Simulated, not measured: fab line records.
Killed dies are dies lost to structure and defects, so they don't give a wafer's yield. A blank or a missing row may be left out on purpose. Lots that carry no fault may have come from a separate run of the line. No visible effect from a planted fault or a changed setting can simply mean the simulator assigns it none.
Which tool was responsible?    flow nand_harc    Sampling: 6 lots, 18 wafers, 5 of 1159 route steps

== WHAT EACH GAUGE READ, for each wafer ==
NHARC_P_BONDPAD_THK_MEAS_20: measures by xrf.
lot   measured      on             thk_nm (nm)
L866  day 7 20:42   film_metro-01  31.5 31.3 29.1
L875  day 9 20:33   film_metro-01  158.0 159.0 157.8
L876  day 10 12:02  film_metro-02  158.4 158.1 159.2
L879  day 10 21:25  film_metro-02  156.6 161.4 162.8
L881  day 11 11:49  film_metro-01  161.0 164.4 159.9
L883  day 11 17:46  film_metro-02  161.5 160.8 161.4

== WHICH TOOL RAN EACH LOT (tool, then ch and the chambers of the sampled wafers, then the start) ==
lot   NHARC_P_M2_DEP_33                NHARC_P_BONDPAD_PRE_CLEAN_26             NHARC_P_BONDPAD_PVD_17                   NHARC_P_BONDPAD_ECD_18
L866  pecvd-03 ch 0,2, day 7 16:27     pvd_sputter-02, day 7 19:43 or earlier   pvd_sputter-02, day 7 19:43 or earlier   ecd_cu-01 ch 0, day 7 19:43
L875  pecvd-04 ch 0,1, day 9 16:28     pvd_sputter-02, day 9 19:33 or earlier   pvd_sputter-02, day 9 19:33 or earlier   ecd_cu-01 ch 0, day 9 19:33
L876  pecvd-03 ch 0,1, day 10 07:46    pvd_sputter-03, day 10 10:59 or earlier  pvd_sputter-03, day 10 10:59 or earlier  ecd_cu-01 ch 0,1, day 10 10:59
L879  pecvd-03 ch 0,1,2, day 10 16:56  pvd_sputter-03, day 10 20:22 or earlier  pvd_sputter-03, day 10 20:22 or earlier  ecd_cu-01 ch 0,1, day 10 20:22
L881  pecvd-02 ch 1,2, day 11 07:37    pvd_sputter-01, day 11 10:50 or earlier  pvd_sputter-01, day 11 10:50 or earlier  ecd_cu-02 ch 1, day 11 10:50
L883  pecvd-03 ch 0,1, day 11 13:29    pvd_sputter-01, day 11 16:41 or earlier  pvd_sputter-01, day 11 16:41 or earlier  ecd_cu-01 ch 0,1, day 11 16:41
- NHARC_P_M2_DEP_33: deposits SiCN, target thk 30 nm.
- NHARC_P_BONDPAD_PRE_CLEAN_26: time 30 s.
- NHARC_P_BONDPAD_PVD_17: deposits TaN, target thk 5 nm, time 8.06 s.
- NHARC_P_BONDPAD_ECD_18: material Cu, target thk 400 nm.

== THE ANSWER, worked out from the rows above alone ==
Rule: usual is defined by the lots themselves. Put in order of their means at a reading, lots are off if they are a third of the lots or fewer, leave a main group of 4 or more, and stand apart from it by a gap of 3 or more times the standard deviation of the main group's means; of several such gaps the widest counts. If all means in a main group match to the digits the tables above print for the reading, that group is not used. A lot without any number at a reading at which 4 lots or more have one is off too. Any other lot the step has rows for is counted as sound.
Off at NHARC_P_BONDPAD_THK_MEAS_20 (thk_nm): L866. Mean 160.0 nm and standard deviation 1.4 in the main group.
If a tool, at a process step before that reading, ran all the lots that are off and no sound lot after the first of them, it fits. Those tools and the gauges at NHARC_P_BONDPAD_THK_MEAS_20 are tried in the same way. With no start given for some of its lots, NHARC_P_BONDPAD_PRE_CLEAN_26 uses the hours and lot order of NHARC_P_BONDPAD_ECD_18. With no start given for some of its lots, NHARC_P_BONDPAD_PVD_17 uses the hours and lot order of NHARC_P_BONDPAD_ECD_18. None of those tried fits.

== WHAT THE SIMULATOR HAD INSERTED ==
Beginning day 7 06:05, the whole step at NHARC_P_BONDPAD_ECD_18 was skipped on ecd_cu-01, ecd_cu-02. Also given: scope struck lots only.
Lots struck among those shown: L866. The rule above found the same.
